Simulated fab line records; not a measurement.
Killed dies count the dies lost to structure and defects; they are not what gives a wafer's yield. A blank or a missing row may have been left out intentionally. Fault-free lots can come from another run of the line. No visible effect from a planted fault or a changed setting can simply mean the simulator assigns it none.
Chamber matching ; flow nand-harc ; NHARC_A_CHANNEL_HOLE_D1_DEP_01 on pecvd-04 has 3 sister chambers
The step deposits SiON, target thk 140 nm. 15 wafers are shown with their chamber, then 7 later ones without.

## EACH WAFER AND ITS CHAMBER
wafer;chamber;heater-power-outer-w (W);heater-power-w (W)
L912.1;1;453;795
L912.2;0;512;781
L912.5;1;471;817
L911.1;0;489;801
L911.4;2;568;813
L911.6;1;412;743
L914.1;0;488;757
L914.2;2;497;744
L914.6;2;509;747
L913.1;1;418;752
L913.4;0;433;706
L913.6;1;425;757
L926.3;0;499;766
L927.1;0;522;815
L927.3;2;526;757

SIGNATURES (averages over the wafers above)
reading;chamber 0;chamber 1;chamber 2;scatter within a chamber
heater-power-outer-w;490.50;435.80;525.00;29.2
heater-power-w;771.00;772.80;765.25;34.8
Rule: for each reading, subtract the chamber's mean from the wafer's reading, divide by that reading's scatter and square the result; add these up over the readings and take the root, which gives the wafer's distance from the chamber. The wafer belongs to the nearest chamber; if the next one is less than 2 further off, it can't be placed. The scatter: take each reading less its chamber's mean, square it, sum over the shown wafers, divide by the number of wafers less the number of chambers, and take the root.

## WAFERS MISSING THEIR CHAMBER
wafer;heater-power-outer-w (W);heater-power-w (W)
L927.4;532;809
L931.3;569;858
L931.4;577;850
L931.6;524;787
L932.1;474;727
L932.2;582;864
L932.3;395;695

## EACH ONE'S CHAMBER
wafer;from the rows above;in truth
L927.4;can't be placed: 2 or 0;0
L931.3;can't be placed: 2 or 0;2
L931.4;can't be placed: 2 or 0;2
L931.6;can't be placed: 2 or 0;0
L932.1;can't be placed: 0 or 1 or 2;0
L932.2;can't be placed: 2 or 0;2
L932.3;can't be placed: 1 or 0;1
Placed correctly: 0 of 7. Unplaceable from these rows: 7, with the true chamber sitting among the candidates in 7. Number placed wrongly: 0.
